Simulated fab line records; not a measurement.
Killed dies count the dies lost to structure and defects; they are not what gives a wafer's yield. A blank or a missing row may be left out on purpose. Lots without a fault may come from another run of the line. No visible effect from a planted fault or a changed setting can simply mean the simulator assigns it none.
Chamber matching + flow n5Finfet + N5_GATE_CUT_CMP_43 on cmp-02 has 4 sister chambers
The step polishes SiO2. 22 wafers are shown with their chamber, then 11 later ones without.

== WAFERS PAIRED WITH THEIR CHAMBERS ==
| wafer  | chamber | motorCurrentA (A) | slurryFilterDpKPa (kPa) |
|--------|---------|-------------------|-------------------------|
| L076.1 | 3       | 11.3              | 13.43                   |
| L076.3 | 2       | 12.4              | 13.51                   |
| L076.6 | 3       | 10.5              | 13.39                   |
| L077.1 | 0       | 11.7              | 13.66                   |
| L077.3 | 1       | 10.9              | 13.31                   |
| L077.5 | 1       | 11.3              | 13.38                   |
| L081.2 | 2       | 13.3              | 13.46                   |
| L081.4 | 3       | 10.9              | 13.49                   |
| L081.5 | 0       | 11.5              | 13.48                   |
| L082.2 | 3       | 10.7              | 13.48                   |
| L082.4 | 1       | 11.3              | 13.44                   |
| L082.6 | 1       | 11.8              | 13.49                   |
| L083.2 | 2       | 13.2              | 13.45                   |
| L083.4 | 3       | 10.8              | 13.42                   |
| L083.5 | 0       | 11.2              | 13.60                   |
| L084.1 | 1       | 11.8              | 13.57                   |
| L084.3 | 2       | 12.7              | 13.35                   |
| L084.4 | 0       | 11.6              | 13.54                   |
| L087.2 | 3       | 10.8              | 13.35                   |
| L087.4 | 1       | 11.6              | 13.43                   |
| L087.6 | 1       | 11.7              | 13.55                   |
| L090.1 | 1       | 11.7              | 13.63                   |

SIGNATURES, as means of the wafers listed above
| reading           | chamber 0 | chamber 1 | chamber 2 | chamber 3 | scatter within a chamber |
|-------------------|-----------|-----------|-----------|-----------|--------------------------|
| motorCurrentA     | 11.500    | 11.512    | 12.900    | 10.833    | 0.311                    |
| slurryFilterDpKPa | 13.5700   | 13.4750   | 13.4425   | 13.4267   | 0.083                    |
Rule: a wafer's distance from a chamber is the root of the sum, over the readings, of the square of ((its reading less the chamber's mean) divided by the reading's scatter). If the next closest chamber is less than 2 further off than the closest, the wafer can't be placed; otherwise it belongs to the closest. The scatter: take each reading less its chamber's mean, square it, sum over the shown wafers, divide by the number of wafers less the number of chambers, and take the root.

== WAFERS WITHOUT THEIR CHAMBER ==
| wafer  | motorCurrentA (A) | slurryFilterDpKPa (kPa) |
|--------|-------------------|-------------------------|
| L090.5 | 13.2              | 13.44                   |
| L090.6 | 10.1              | 13.55                   |
| L091.2 | 10.8              | 13.45                   |
| L091.4 | 13.1              | 13.62                   |
| L091.6 | 10.5              | 13.31                   |
| L093.3 | 11.2              | 13.60                   |
| L093.4 | 10.9              | 13.44                   |
| L093.5 | 11.2              | 13.58                   |
| L096.1 | 10.7              | 13.28                   |
| L096.2 | 11.0              | 13.66                   |
| L096.3 | 13.0              | 13.52                   |

== WHICH CHAMBER EACH WENT THROUGH ==
| wafer  | from the rows above          | in truth |
|--------|------------------------------|----------|
| L090.5 | 2                            | 2        |
| L090.6 | can't be placed: 3 or 0 or 1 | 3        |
| L091.2 | 3                            | 3        |
| L091.4 | 2                            | 2        |
| L091.6 | 3                            | 3        |
| L093.3 | can't be placed: 0 or 1 or 3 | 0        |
| L093.4 | can't be placed: 3 or 1      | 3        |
| L093.5 | can't be placed: 0 or 1 or 3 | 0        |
| L096.1 | can't be placed: 3 or 1      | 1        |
| L096.2 | can't be placed: 0 or 1 or 3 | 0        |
| L096.3 | 2                            | 2        |
Correct placement for 5 of the 11. From these rows, 6 cannot be placed; in 6 the true chamber is one of the candidates. 0 placed wrongly.
